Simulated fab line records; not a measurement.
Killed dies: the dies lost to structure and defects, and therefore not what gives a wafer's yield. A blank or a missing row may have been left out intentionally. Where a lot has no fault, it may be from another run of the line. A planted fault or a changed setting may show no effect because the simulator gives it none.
What tool caused it? ; flow nand_harc ; 13 lots (38 wafers sampled), 1 step of a 1302-step route

## WHAT THE GAUGES SHOWED, per wafer
NHARC_P_BONDPAD_OVL_MEAS_38.
lot;measured;on;overlay_x_nm (nm);overlay_y_nm (nm)
L503;day 6 10:25;overlay-01;3 3 4;8 7 7
L505;day 7 03:42;overlay-01;-1 -1 -1;2 2 2
L504;day 7 04:31;overlay-01;-4 -4 -4;-12 -12 -13
L515;day 11 13:53;overlay-02;9 9 9;2 2 2
L516;day 11 20:50;overlay-01;6 7;-4 -4
L518;day 12 13:46;overlay-02;1 1 1;6 6 6
L517;day 12 13:56;overlay-01;-6 -6 -6;6 6 6
L520;day 13 22:49;overlay-01;14 13 13;-3 -2 -3
L521;day 14 02:28;overlay-01;0 0 0;-15 -16 -16
L522;day 14 15:49;overlay-01;8 9 9;-3 -4 -3
L523;day 14 20:56;overlay-01;2 2 2;5 5 5
L525;day 15 17:17;overlay-02;1 1 1;-1 -1 -1
L526;day 16 10:42;overlay-02;-4 -4 -4;-6 -6 -6

## WHAT TOOL EACH LOT RAN ON (gives the tool, then ch and the chambers of the sampled wafers, and finally the start)
No process step before these readings appears in the record.

## AS READ BY THE TOOLS THEMSELVES (means over the sampled wafers that have a number; for cases with no such wafer, the mark the record gives instead)
The record holds no such reading with a usual standard deviation.

## THE ANSWER, worked out from the rows above alone
Rule: the usual values come from the lots themselves. The widest of any qualifying gaps counts: lots, ordered by their means at a reading, are off when they make up no more than a third of the lots, leave a main group of 4 or more, and stand apart from it by 3 or more times the standard deviation of that group's means. A main group whose means are all the same, to the digits that the tables above print for the reading, isn't used. Also off: a lot with no number at a reading for which 4 or more lots have one. All remaining lots with rows at the step are treated as sound. Order of review: gauges by route order, followed by the tools' own readings, for which a lot's mean as printed above is used. At the first step where some lot is off, the reading lying furthest off is the one used; lots without a number count as furthest.
None of the lots is off at any reading shown; this tells nothing.

## WHAT WAS PUT IN BY THE SIMULATOR
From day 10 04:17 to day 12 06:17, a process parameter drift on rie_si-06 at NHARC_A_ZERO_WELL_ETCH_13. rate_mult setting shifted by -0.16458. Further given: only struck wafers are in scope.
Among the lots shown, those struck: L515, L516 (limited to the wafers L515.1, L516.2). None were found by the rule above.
